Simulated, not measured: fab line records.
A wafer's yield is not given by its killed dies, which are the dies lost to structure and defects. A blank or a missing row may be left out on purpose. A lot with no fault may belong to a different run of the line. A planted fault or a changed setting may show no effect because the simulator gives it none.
Chamber matching + flow nandHarc + NHARC_A_M1_PRE_CLEAN_32 on pecvd-03: 3 sister chambers
The step time 12 s. 6 wafers are shown with their chamber, then 9 later ones without.

== WAFERS WITH THEIR CHAMBER ==
| wafer  | chamber | heaterPowerW (W) | susceptorTempC (C) |
|--------|---------|------------------|--------------------|
| L078.5 | 0       | 720              | 370.16             |
| L080.4 | 1       | 697              | 369.54             |
| L080.5 | 2       | 567              | 369.73             |
| L079.4 | 2       | 595              | 370.38             |
| L079.5 | 0       | 746              | 369.74             |
| L079.6 | 1       | 713              | 370.10             |

== WAFERS WITHOUT THEIR CHAMBER ==
| wafer  | heaterPowerW (W) | susceptorTempC (C) |
|--------|------------------|--------------------|
| L086.1 | 707              | 370.40             |
| L086.3 | 657              | 370.02             |
| L086.6 | 664              | 370.02             |
| L091.1 | 688              | 369.96             |
| L091.2 | 634              | 369.81             |
| L091.6 | 618              | 370.09             |
| L097.3 | 739              | 369.93             |
| L097.4 | 590              | 369.59             |
| L097.6 | 743              | 370.13             |

== THE CHAMBER EACH PASSED THROUGH ==
| wafer  | from the rows above          | in truth |
|--------|------------------------------|----------|
| L086.1 | can't be placed: 1 or 0      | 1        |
| L086.3 | can't be placed: 1 or 2 or 0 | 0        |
| L086.6 | can't be placed: 1 or 0      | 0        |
| L091.1 | can't be placed: 1 or 0      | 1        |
| L091.2 | can't be placed: 2 or 1      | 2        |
| L091.6 | 2                            | 2        |
| L097.3 | can't be placed: 0 or 1      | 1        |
| L097.4 | 2                            | 2        |
| L097.6 | can't be placed: 0 or 1      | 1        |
Correct placement for 2 of the 9. From these rows, 7 cannot be placed; in 7 the true chamber is one of the candidates. Placed wrongly: 0.
How it was worked out, from the rows above alone: a wafer's distance from a chamber is the root of the sum, over the readings, of the square of ((its reading less the chamber's mean) divided by the reading's scatter). The wafer belongs to the nearest chamber; if the next one is less than 2 further off, it can't be placed. The mean given for a chamber averages the wafers shown for that chamber. The scatter: take each reading less its chamber's mean, square it, sum over the shown wafers, divide by the number of wafers less the number of chambers, and take the root.
